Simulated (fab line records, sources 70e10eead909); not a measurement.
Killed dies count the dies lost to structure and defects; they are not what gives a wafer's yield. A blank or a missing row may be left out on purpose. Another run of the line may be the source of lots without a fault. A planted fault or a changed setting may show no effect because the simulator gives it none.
Which tool was responsible?	flow nand harc	Sampling: 24 lots, 72 wafers, 6 of 1302 route steps

== WHAT EACH GAUGE READ, for each wafer ==
NHARC_P_ZERO_WELL_CD_MEAS_24: target cd 720 nm. Usual: cd nm 719.7 nm, standard deviation 1.6.
lot	measured	on	cd nm (nm)	flag
L074	day 1 22:49	cd sem-01	720.5 719.2 721.3	
L075	day 2 08:20	cd sem-03	720.0 719.3 720.1	
L076	day 2 18:31	cd sem-02	718.9 720.6 723.0	
L077	day 3 04:21	cd sem-01	719.4 720.4 721.9	
L078	day 3 14:30	cd sem-01	721.7 718.3 719.7	
L079	day 4 00:20	cd sem-03	718.9 720.3 718.0	
L080	day 4 10:21	cd sem-01	715.9 716.4 719.3	
L081	day 4 20:40	cd sem-03	721.1 716.4 717.5	
L082	day 5 06:46	cd sem-02	720.7 717.7 719.9	
L083	day 5 16:28	cd sem-03	720.2 720.6 719.3	
L084	day 6 02:49	cd sem-01	720.6 720.0 719.2	
L085	day 6 12:28	cd sem-01	719.6 717.2 720.5	
L086	day 6 22:31	cd sem-02	721.3 719.2 721.2	
L087	day 7 08:47	cd sem-02	722.6 720.6 719.2	
L088	day 7 18:27	cd sem-01	721.3 719.3 722.5	
L089	day 8 04:35	cd sem-01	719.3 719.8 717.7	
L090	day 8 14:53	cd sem-01	719.7 718.9 718.1	
L091	day 9 00:27	cd sem-02	719.4 720.5 719.1	
L092	day 9 10:29	cd sem-02	719.1 719.6 718.7	
L093	day 9 20:27	cd sem-03	720.7 718.6 719.0	
L094	day 10 06:36	cd sem-03	719.5 717.6 721.5	
L095	day 10 16:29	cd sem-01	721.0 719.9 722.6	
L096	day 11 02:28	cd sem-01	718.6 718.1 718.0	
L097	day 11 13:34	cd sem-01	723.5 718.6 720.8	

NHARC_P_CONTACT_CD_MEAS_19. Usual: cd nm 90.2 nm, standard deviation 1.4.
lot	measured	on	cd nm (nm)	flag
L074	day 6 07:44	cd sem-03	92.5 89.3 89.4	
L075	day 6 13:14	cd sem-03	91.7 91.9 92.6	
L076	day 7 03:17	cd sem-03	90.0 89.2 88.7	
L077	day 7 03:59	cd sem-03	89.7 90.9 91.6	
L078	day 7 18:33	cd sem-03	87.7 89.7 88.2	
L079	day 8 00:55	cd sem-01	89.4 90.4 90.7	
L080	day 8 11:57	cd sem-03	92.8 90.4 90.6	
L081	day 9 05:00	cd sem-02	88.3 90.2 89.4	
L082	day 9 05:43	cd sem-02	90.8 92.5 90.5	
L083	day 9 22:30	cd sem-03	89.5 88.5 89.9	
L084	day 9 21:53	cd sem-01	90.4 88.9 91.5	
L085	day 10 19:55	cd sem-02	91.7 89.1 90.7	
L086	day 11 01:48	cd sem-02	89.9 90.4 89.0	
L087	day 11 04:22	cd sem-03	90.3 91.8 91.9	
L088	day 11 21:23	cd sem-03	90.6 91.5 91.1	
L089	day 11 22:16	cd sem-02	88.6 89.0 91.1	
L090	day 12 17:04	cd sem-02	87.6 89.2 90.4	
L091	day 13 04:02	cd sem-01	90.1 91.7 88.1	
L092	day 13 08:57	cd sem-02	89.9 90.2 92.2	
L093	day 14 06:22	cd sem-01	93.1 90.6 89.7	
L094	day 14 12:47	cd sem-03	90.6 92.1 92.3	
L095	day 14 13:06	cd sem-02	89.9 91.6 90.4	
L096	day 15 03:01	cd sem-02	87.4 91.2 90.8	
L097	day 15 10:59	cd sem-01	88.9 90.3 89.6	

== EACH LOT AND THE TOOL THAT RAN IT (in order: tool; ch and the chambers of the sampled wafers; start) ==
lot	NHARC_P_ZERO_WELL_DESCUM_13	NHARC_P_GATE_DESCUM_13	NHARC_P_GATE_ETCH_114	NHARC_P_GATE_DEGAS_109
L074	rie diel-03 ch 0,3, day 1 21:35	rie diel-02 ch 1,2, day 4 18:09	rie diel-06 ch 0,2,3, day 6 04:16 or earlier	pvd sputter-01, day 6 04:16
L075	rie diel-03 ch 0,3, day 2 07:17	rie diel-13 ch 0,1, day 5 02:32	rie diel-02 ch 0,1,3, day 6 09:37 or earlier	pvd sputter-03, day 6 09:37
L076	rie diel-07 ch 0,2,3, day 2 17:25	rie diel-13 ch 0,2, day 5 12:22	rie diel-06 ch 0,1, day 6 23:40 or earlier	pvd sputter-03, day 6 23:40
L077	rie diel-07 ch 2,3, day 3 03:17	rie diel-02 ch 0,2,3, day 5 12:32	rie diel-06 ch 0,1,2, day 7 00:22 or earlier	pvd sputter-01, day 7 00:22
L078	rie diel-10 ch 0,1,3, day 3 13:17	rie diel-13 ch 1,2, day 6 06:23	rie diel-02 ch 0,3, day 7 14:55 or earlier	pvd sputter-02, day 7 14:55
L079	rie diel-03 ch 0,2,3, day 3 23:17	rie diel-02 ch 0,1,2, day 6 11:30	rie diel-02 ch 2,3, day 7 21:19 or earlier	pvd sputter-01, day 7 21:19
L080	rie diel-10 ch 0,3, day 4 09:16	rie diel-06 ch 0,1, day 7 00:25	rie diel-02 ch 1,2,3, day 8 08:18 or earlier	pvd sputter-01, day 8 08:18
L081	rie diel-03 ch 0,3, day 4 19:16	rie diel-13 ch 2,3, day 7 18:03	rie diel-13 ch 0,1,3, day 9 01:22 or earlier	pvd sputter-01, day 9 01:22
L082	rie diel-07 ch 1,2,3, day 5 05:28	rie diel-02 ch 0,2,3, day 7 17:53	rie diel-02 ch 0,1,2, day 9 02:06 or earlier	pvd sputter-02, day 9 02:06
L083	rie diel-07 ch 0,1,2, day 5 15:25	rie diel-02 ch 0,3, day 8 11:25	rie diel-13 ch 0,1,2, day 9 18:52 or earlier	pvd sputter-01, day 9 18:52
L084	rie diel-10 ch 0,1,2, day 6 01:39	rie diel-06 ch 0,3, day 8 11:34	rie diel-06 ch 0,3, day 9 18:23 or earlier	pvd sputter-02, day 9 18:23
L085	rie diel-10 ch 0,3, day 6 11:17	rie diel-02 ch 1,2,3, day 9 06:07	rie diel-13 ch 0,3, day 10 16:16 or earlier	pvd sputter-02, day 10 16:16
L086	rie diel-07 ch 2,3, day 6 21:16	rie diel-02 ch 0,1,3, day 9 11:22	rie diel-06 ch 0,3, day 10 22:10 or earlier	pvd sputter-03, day 10 22:10
L087	rie diel-03 ch 1,2,3, day 7 07:23	rie diel-02 ch 1,3, day 9 16:36	rie diel-06 ch 0,2,3, day 11 00:45 or earlier	pvd sputter-02, day 11 00:45
L088	rie diel-03 ch 0,1, day 7 17:16	rie diel-02 ch 0,1,2, day 10 09:43	rie diel-06 ch 0,3, day 11 17:52 or earlier	pvd sputter-03, day 11 17:52
L089	rie diel-10 ch 0,1,2, day 8 03:24	rie diel-06 ch 0,1,3, day 10 09:40	rie diel-02 ch 0,1,3, day 11 18:38 or earlier	pvd sputter-02, day 11 18:38
L090	rie diel-03 ch 2,3, day 8 13:17	rie diel-13 ch 0,3, day 11 03:26	rie diel-02 ch 0,2,3, day 12 13:34 or earlier	pvd sputter-01, day 12 13:34
L091	rie diel-07 ch 1,2, day 8 23:23	rie diel-02 ch 0,1,2, day 11 14:35	rie diel-06 ch 0,1,2, day 13 00:32 or earlier	pvd sputter-01, day 13 00:32
L092	rie diel-07 ch 0,2,3, day 9 09:25	rie diel-13 ch 2,3, day 11 21:51	rie diel-06 ch 1,3, day 13 05:08 or earlier	pvd sputter-03, day 13 05:08
L093	rie diel-10 ch 0,3, day 9 19:23	rie diel-02 ch 2,3, day 12 14:31	rie diel-13 ch 0,2,3, day 14 02:38 or earlier	pvd sputter-02, day 14 02:38
L094	rie diel-10 ch 0,2,3, day 10 05:25	rie diel-06 ch 0,1, day 13 02:11	rie diel-06 ch 0,1,2, day 14 09:10 or earlier	pvd sputter-02, day 14 09:10
L095	rie diel-03 ch 0,1,2, day 10 15:16	rie diel-13 ch 0,1,3, day 13 02:23	rie diel-13 ch 1,3, day 14 09:28 or earlier	pvd sputter-03, day 14 09:28
L096	rie diel-03 ch 0,1,2, day 11 01:21	rie diel-02 ch 0,2,3, day 13 15:03	rie diel-13 ch 2,3, day 14 23:16 or earlier	pvd sputter-01, day 14 23:16
L097	rie diel-03 ch 0,3, day 11 11:55	rie diel-13 ch 1,2,3, day 13 20:58	rie diel-06 ch 0,1,2, day 15 07:20 or earlier	pvd sputter-02, day 15 07:20
- NHARC_P_ZERO_WELL_DESCUM_13: chemistry O2, time 3 s.
- NHARC_P_GATE_DESCUM_13: chemistry O2, time 3 s.
- NHARC_P_GATE_ETCH_114: etches the open film in CF4/O2, target depth 30 nm, overetch 3 nm, time 16.5 s.
- NHARC_P_GATE_DEGAS_109: time 60 s.

== AS READ BY THE TOOLS THEMSELVES (means over the sampled wafers that have a number; for cases with no such wafer, the mark the record gives instead) ==
NHARC_P_ZERO_WELL_DESCUM_13. Usual: drypump motor current A 5.8 A, standard deviation 0.53; oes product au 1.003 a.u., standard deviation 0.0096; rf vpp V 57.6 V, standard deviation 0.89; showerhead plenum p Torr 1.89 Torr, standard deviation 0.082; throttle valve pct 11.311 %, standard deviation 0.0092.
lot	tool	drypump motor current A (A)	oes product au (a.u.)	rf vpp V (V)	showerhead plenum p Torr (Torr)	throttle valve pct (%)	flag
L074	rie diel-03	5.7	1.011	57.5	1.87	11.302	
L075	rie diel-03	6.0	1.003	57.1	1.87	11.315	
L076	rie diel-07	5.9	1.013	57.1	1.90	11.304	
L077	rie diel-07	6.1	1.012	57.5	1.90	11.310	
L078	rie diel-10	5.6	0.997	58.2	1.93	11.311	
L079	rie diel-03	5.6	1.009	58.0	1.92	11.314	
L080	rie diel-10	4.9	0.996	58.8	1.97	11.316	
L081	rie diel-03	5.7	1.007	58.2	1.86	11.309	
L082	rie diel-07	6.1	1.014	57.7	1.94	11.308	
L083	rie diel-07	5.9	1.006	57.7	1.88	11.313	
L084	rie diel-10	6.0	0.992	57.4	1.86	11.314	
L085	rie diel-10	4.9	0.997	58.3	1.96	11.305	
L086	rie diel-07	6.2	1.008	57.7	1.95	11.314	
L087	rie diel-03	5.6	1.002	57.5	1.89	11.299	
L088	rie diel-03	6.2	0.994	56.5	1.82	11.305	
L089	rie diel-10	6.0	0.993	58.0	1.86	11.311	
L090	rie diel-03	5.3	0.998	57.5	1.96	11.310	
L091	rie diel-07	6.1	1.011	58.2	1.93	11.318	
L092	rie diel-07	6.0	1.006	57.6	1.88	11.312	
L093	rie diel-10	4.9	1.011	58.1	1.95	11.308	
L094	rie diel-10	5.4	0.999	57.9	1.89	11.313	
L095	rie diel-03	5.9	1.006	57.7	1.88	11.309	
L096	rie diel-03	5.9	0.996	57.5	1.88	11.318	
L097	rie diel-03	5.7	1.003	57.6	1.85	11.312	

NHARC_P_GATE_DESCUM_13. Usual: drypump motor current A 5.8 A, standard deviation 0.36; oes product au 0.997 a.u., standard deviation 0.0093; rf vpp V 57.8 V, standard deviation 0.87; showerhead plenum p Torr 1.93 Torr, standard deviation 0.084; throttle valve pct 11.311 %, standard deviation 0.0086.
lot	tool	drypump motor current A (A)	oes product au (a.u.)	rf vpp V (V)	showerhead plenum p Torr (Torr)	throttle valve pct (%)	flag
L074	rie diel-02	5.8	0.997	58.3	1.89	11.299	
L075	rie diel-13	5.6	0.998	58.2	1.92	11.309	
L076	rie diel-13	5.3	0.994	57.7	1.99	11.305	
L077	rie diel-02	5.8	0.994	56.8	1.94	11.316	
L078	rie diel-13	5.5	0.993	57.5	2.01	11.309	
L079	rie diel-02	5.8	0.991	57.9	1.95	11.317	
L080	rie diel-06	6.4	1.005	57.9	1.81	11.308	
L081	rie diel-13	6.1	0.998	58.6	1.90	11.304	
L082	rie diel-02	5.8	1.001	57.6	1.94	11.303	
L083	rie diel-02	5.8	0.994	58.3	1.98	11.320	
L084	rie diel-06	6.2	0.993	57.1	1.86	11.306	
L085	rie diel-02	5.8	0.988	57.4	1.92	11.317	
L086	rie diel-02	5.7	0.979	58.3	1.99	11.320	
L087	rie diel-02	5.7	0.998	57.6	1.96	11.307	
L088	rie diel-02	5.8	0.994	58.5	1.95	11.310	
L089	rie diel-06	6.0	0.995	58.0	1.86	11.312	
L090	rie diel-13	5.6	1.001	57.9	1.91	11.316	
L091	rie diel-02	5.8	0.996	57.2	1.95	11.312	
L092	rie diel-13	6.1	1.012	58.1	1.90	11.316	
L093	rie diel-02	5.9	0.996	57.4	1.88	11.313	
L094	rie diel-06	6.4	1.011	57.3	1.80	11.316	
L095	rie diel-13	5.8	1.003	57.3	1.89	11.320	
L096	rie diel-02	5.8	0.996	58.1	1.94	11.310	
L097	rie diel-13	5.9	0.996	57.1	1.93	11.304	

NHARC_P_GATE_ETCH_114. Usual: drypump motor current A 5.9 A, standard deviation 0.4; oes product au 1.000 a.u., standard deviation 0.011; rf vpp V 197.5 V, standard deviation 1.5; showerhead plenum p Torr 1.33 Torr, standard deviation 0.058; throttle valve pct 13.398 %, standard deviation 0.0078.
lot	tool	drypump motor current A (A)	oes product au (a.u.)	rf vpp V (V)	showerhead plenum p Torr (Torr)	throttle valve pct (%)	flag
L074	rie diel-06	5.9	1.010	197.4	1.31	13.401	
L075	rie diel-02	5.7	0.984	199.3	1.39	13.396	
L076	rie diel-06	6.1	1.015	196.2	1.26	13.404	
L077	rie diel-06	6.1	1.007	196.1	1.28	13.397	
L078	rie diel-02	5.8	1.006	198.6	1.40	13.396	
L079	rie diel-02	5.8	1.001	197.8	1.34	13.398	
L080	rie diel-02	5.8	0.997	197.9	1.34	13.401	
L081	rie diel-13	5.8	1.003	196.6	1.32	13.395	
L082	rie diel-02	5.7	0.995	197.6	1.36	13.392	
L083	rie diel-13	5.5	0.994	198.2	1.38	13.400	
L084	rie diel-06	6.2	0.994	196.9	1.30	13.399	
L085	rie diel-13	6.1	1.006	197.0	1.30	13.392	
L086	rie diel-06	5.8	0.993	197.6	1.33	13.400	
L087	rie diel-06	6.0	1.004	197.6	1.31	13.406	
L088	rie diel-06	5.8	1.006	198.2	1.33	13.400	
L089	rie diel-02	5.7	0.992	198.2	1.38	13.393	
L090	rie diel-02	5.8	0.998	197.5	1.35	13.390	
L091	rie diel-06	6.1	1.011	196.0	1.28	13.400	
L092	rie diel-06	5.7	0.998	197.8	1.29	13.397	
L093	rie diel-13	5.7	0.997	197.9	1.36	13.402	
L094	rie diel-06	6.1	1.010	196.5	1.28	13.404	
L095	rie diel-13	6.0	1.001	197.2	1.31	13.401	
L096	rie diel-13	6.1	1.008	197.2	1.32	13.396	
L097	rie diel-06	6.1	1.004	196.1	1.28	13.399	

NHARC_P_GATE_DEGAS_109. Usual: heater power w 503 W, standard deviation 37.
lot	tool	heater power w (W)	flag
L074	pvd sputter-01	528	
L075	pvd sputter-03	453	
L076	pvd sputter-03	449	
L077	pvd sputter-01	504	
L078	pvd sputter-02	532	
L079	pvd sputter-01	516	
L080	pvd sputter-01	521	
L081	pvd sputter-01	531	
L082	pvd sputter-02	523	
L083	pvd sputter-01	529	
L084	pvd sputter-02	503	
L085	pvd sputter-02	531	
L086	pvd sputter-03	473	
L087	pvd sputter-02	510	
L088	pvd sputter-03	446	
L089	pvd sputter-02	504	
L090	pvd sputter-01	533	
L091	pvd sputter-01	519	
L092	pvd sputter-03	461	
L093	pvd sputter-02	512	
L094	pvd sputter-02	512	
L095	pvd sputter-03	437	
L096	pvd sputter-01	519	
L097	pvd sputter-02	547	

== THE ANSWER, worked out from the rows above alone ==
Rule: a lot counts as off when the mean over its wafers that have a number is more than 3 standard deviations away from the usual mean. Also off: a lot with no number at a reading for which 4 or more lots have one. The other lots that the step has rows for count as sound. The gauges are gone through in route order, then the tools' own readings, and for those a lot's mean is taken as printed above. At the first step where some lot is off, the reading lying furthest off is the one used; lots without a number count as furthest.
No lot is off on any of the readings shown, so nothing can be concluded from this.

== WHAT WAS PUT IN BY THE SIMULATOR ==
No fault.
